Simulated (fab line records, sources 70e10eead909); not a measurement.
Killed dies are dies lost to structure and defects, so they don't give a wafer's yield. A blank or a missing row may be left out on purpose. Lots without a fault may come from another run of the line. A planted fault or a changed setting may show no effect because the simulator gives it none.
Chamber matching | flow nand_harc | NHARC_P_GATE_STRIP_101 on rie_diel-02: 4 sister chambers
The step strips in O2, time 20 s. 18 wafers are shown with their chamber, then 9 later ones without.

WAFERS WITH THEIR CHAMBER
wafer  | chamber | showerhead_plenum_p_Torr (Torr) | drypump_motor_current_A (A) | throttle_valve_pct (%)
L076.1 | 1       | 3.71                            | 5.7                         | 17.047
L076.3 | 3       | 3.60                            | 6.2                         | 17.014
L076.5 | 0       | 3.32                            | 6.3                         | 17.056
L081.1 | 2       | 3.44                            | 5.9                         | 17.034
L081.2 | 0       | 3.32                            | 6.3                         | 17.050
L081.5 | 2       | 3.44                            | 5.9                         | 17.031
L083.1 | 3       | 3.60                            | 6.3                         | 17.032
L083.2 | 2       | 3.44                            | 5.8                         | 17.053
L083.4 | 3       | 3.60                            | 6.3                         | 17.034
L088.4 | 1       | 3.70                            | 5.7                         | 17.031
L088.5 | 2       | 3.44                            | 5.8                         | 17.032
L088.6 | 3       | 3.60                            | 6.3                         | 17.034
L089.2 | 0       | 3.32                            | 6.3                         | 17.040
L089.4 | 1       | 3.70                            | 5.7                         | 17.052
L089.5 | 3       | 3.60                            | 6.3                         | 17.041
L091.1 | 1       | 3.70                            | 5.7                         | 17.030
L091.2 | 3       | 3.60                            | 6.2                         | 17.038
L091.5 | 1       | 3.70                            | 5.7                         | 17.045

SIGNATURES (means of the wafers above)
reading                  | chamber 0 | chamber 1 | chamber 2 | chamber 3 | scatter within a chamber
showerhead_plenum_p_Torr | 3.3200    | 3.7020    | 3.4400    | 3.6000    | 0.00239
drypump_motor_current_A  | 6.300     | 5.700     | 5.850     | 6.267     | 0.0408
throttle_valve_pct       | 17.04867  | 17.04100  | 17.03750  | 17.03217  | 0.00963
Rule: a wafer's distance from a chamber is the root of the sum, over the readings, of the square of ((its reading less the chamber's mean) divided by the reading's scatter). The wafer belongs to the nearest chamber; if the next one is less than 2 further off, it can't be placed. The scatter: the root of (the sum of the squares of (reading less its chamber's mean) over the shown wafers, divided by (wafers less chambers)).

WAFERS WITHOUT THEIR CHAMBER
wafer  | showerhead_plenum_p_Torr (Torr) | drypump_motor_current_A (A) | throttle_valve_pct (%)
L093.1 | 3.70                            | 5.7                         | 17.041
L093.2 | 3.44                            | 5.9                         | 17.038
L093.6 | 3.32                            | 6.3                         | 17.036
L096.1 | 3.32                            | 6.3                         | 17.042
L096.4 | 3.43                            | 5.8                         | 17.033
L096.6 | 3.70                            | 5.7                         | 17.035
L095.1 | 3.59                            | 6.3                         | 17.030
L095.2 | 3.70                            | 5.7                         | 17.030
L095.5 | 3.59                            | 6.3                         | 17.046

WHICH CHAMBER EACH WENT THROUGH
wafer  | from the rows above | in truth
L093.1 | 1                   | 1
L093.2 | 2                   | 2
L093.6 | 0                   | 0
L096.1 | 0                   | 0
L096.4 | 2                   | 2
L096.6 | 1                   | 1
L095.1 | 3                   | 3
L095.2 | 1                   | 1
L095.5 | 3                   | 3
Placed correctly: 9 of 9. Can't be placed from these rows: 0. Placed wrongly: 0.
